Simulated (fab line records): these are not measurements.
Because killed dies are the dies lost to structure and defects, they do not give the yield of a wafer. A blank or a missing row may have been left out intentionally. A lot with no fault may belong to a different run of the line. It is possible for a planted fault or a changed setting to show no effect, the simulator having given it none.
Tool commonality check | flow nand-harc | 13 lots, 39 wafers sampled

REASON FOR OPENING
Flagged at NHARC_A_ONON_D1_THK_MEAS_02: reading thk-nm, on 2 of 13 lots. Fault-free wafers read 999 nm, with a standard deviation of 8.4.
Rule: a lot is flagged when every wafer of it that has a number lies more than 4 standard deviations from that mean, or none has a number. The other lots count as sound.

lot  | measured     | on            | thk-nm (nm), wafer by wafer | flag
L239 | day 7 18:24  | film-metro-01 | 985 986 987                 |
L241 | day 8 02:39  | film-metro-01 | 993 994 993                 |
L240 | day 8 02:39  | film-metro-02 | 1001 1002 1000              |
L252 | day 10 14:59 | film-metro-01 | 425 426 427                 | FLAGGED
L253 | day 10 15:03 | film-metro-02 | 1007 1007 1006              |
L250 | day 11 04:29 | film-metro-01 | 406 407 404                 | FLAGGED
L254 | day 11 10:53 | film-metro-02 | 997 997 995                 |
L255 | day 11 14:56 | film-metro-01 | 1007 1006 1006              |
L256 | day 11 14:56 | film-metro-02 | 997 996 998                 |
L257 | day 12 08:55 | film-metro-01 | 993 992 994                 |
L259 | day 12 13:02 | film-metro-01 | 1002 1004 1004              |
L260 | day 13 03:39 | film-metro-02 | 999 998 997                 |
L261 | day 13 13:35 | film-metro-01 | 982 982 982                 |
The numbers of the flagged lots are 416 nm on average: -583 nm against the usual, or -69 standard deviations.

TOOL THAT RAN EACH LOT
Before the reading, the record contains 2 process steps out of a 1159-step route. In each cell: the tool, then ch and the chambers that the sampled wafers went through, then the start.
lot  | flag    | NHARC_P_BONDPAD_PVD_27                  | NHARC_A_ONON_D1_DEP_00
L239 |         | pvd-sputter-03, day 7 18:00 or earlier  | pecvd-onon-01 ch 0, day 7 18:00
L241 |         | pvd-sputter-01, day 8 02:12 or earlier  | pecvd-onon-03 ch 0, day 8 02:12
L240 |         | pvd-sputter-02, day 8 02:12 or earlier  | pecvd-onon-02 ch 0, day 8 02:12
L252 | FLAGGED | pvd-sputter-01, day 10 14:32 or earlier | pecvd-onon-01 ch 0, day 10 14:32
L253 |         | pvd-sputter-02, day 10 14:31 or earlier | pecvd-onon-03 ch 0, day 10 14:31
L250 | FLAGGED | pvd-sputter-01, day 11 03:58 or earlier | pecvd-onon-01 ch 0, day 11 03:58
L254 |         | pvd-sputter-03, day 11 10:29 or earlier | pecvd-onon-03 ch 0, day 11 10:29
L255 |         | pvd-sputter-02, day 11 14:25 or earlier | pecvd-onon-02 ch 0, day 11 14:25
L256 |         | pvd-sputter-01, day 11 14:32 or earlier | pecvd-onon-03 ch 0, day 11 14:32
L257 |         | pvd-sputter-01, day 12 08:32 or earlier | pecvd-onon-03 ch 0, day 12 08:32
L259 |         | pvd-sputter-02, day 12 12:31 or earlier | pecvd-onon-02 ch 0, day 12 12:31
L260 |         | pvd-sputter-01, day 13 03:08 or earlier | pecvd-onon-02 ch 0, day 13 03:08
L261 |         | pvd-sputter-01, day 13 13:08 or earlier | pecvd-onon-01 ch 0, day 13 13:08
What is done by these steps:
- NHARC_P_BONDPAD_PVD_27: deposits Cu, target thk 30 nm, time 20.49 s.
- NHARC_A_ONON_D1_DEP_00: target thk 1000 nm.
- NHARC_A_ONON_D1_THK_MEAS_02: measures by ellipsometry.

FLAGGED AGAINST TOTAL, ONE TOOL AT A TIME (gauges that did the reading follow at the end)
step                        | tool           | lots run | flagged | share of the flagged lots | sound lots run after its first flagged lot
NHARC_P_BONDPAD_PVD_27      | pvd-sputter-01 | 7        | 2       | all                       | 4 (L256,L257,L260,L261)
NHARC_P_BONDPAD_PVD_27      | pvd-sputter-02 | 4        | 0       | none                      | -
NHARC_P_BONDPAD_PVD_27      | pvd-sputter-03 | 2        | 0       | none                      | -
NHARC_A_ONON_D1_DEP_00      | pecvd-onon-01  | 4        | 2       | all                       | 1 (L261)
NHARC_A_ONON_D1_DEP_00      | pecvd-onon-02  | 4        | 0       | none                      | -
NHARC_A_ONON_D1_DEP_00      | pecvd-onon-03  | 5        | 0       | none                      | -
NHARC_A_ONON_D1_THK_MEAS_02 | film-metro-01  | 8        | 2       | all                       | 4 (L255,L257,L259,L261)
NHARC_A_ONON_D1_THK_MEAS_02 | film-metro-02  | 5        | 0       | none                      | -
NHARC_P_BONDPAD_PVD_27 gives no start for some lots, so the hours and the order of its lots are those of NHARC_A_ONON_D1_DEP_00.

WHAT THE TABLE ALLOWS
In the table, 3 rows ran each flagged lot (pvd-sputter-01 at NHARC_P_BONDPAD_PVD_27; pecvd-onon-01 at NHARC_A_ONON_D1_DEP_00; film-metro-01 at NHARC_A_ONON_D1_THK_MEAS_02).
- pvd-sputter-01 at NHARC_P_BONDPAD_PVD_27: 2 of its 7 lots flagged. Sound lots ran on it after the first flagged one (L256, L257, L260, L261), which a lasting fault on the whole tool wouldn't allow.
- pecvd-onon-01 at NHARC_A_ONON_D1_DEP_00: 2 of its 4 lots flagged. Sound lots ran on it after the first flagged one (L261), which a lasting fault on the whole tool wouldn't allow.
- film-metro-01 at NHARC_A_ONON_D1_THK_MEAS_02: 2 of its 8 lots flagged. Sound lots ran on it after the first flagged one (L255, L257, L259, L261), which a lasting fault on the whole tool wouldn't allow.
Not one row of the table ran every flagged lot while running no sound lot after the first.

WHAT HAD BEEN PUT IN BY THE SIMULATOR
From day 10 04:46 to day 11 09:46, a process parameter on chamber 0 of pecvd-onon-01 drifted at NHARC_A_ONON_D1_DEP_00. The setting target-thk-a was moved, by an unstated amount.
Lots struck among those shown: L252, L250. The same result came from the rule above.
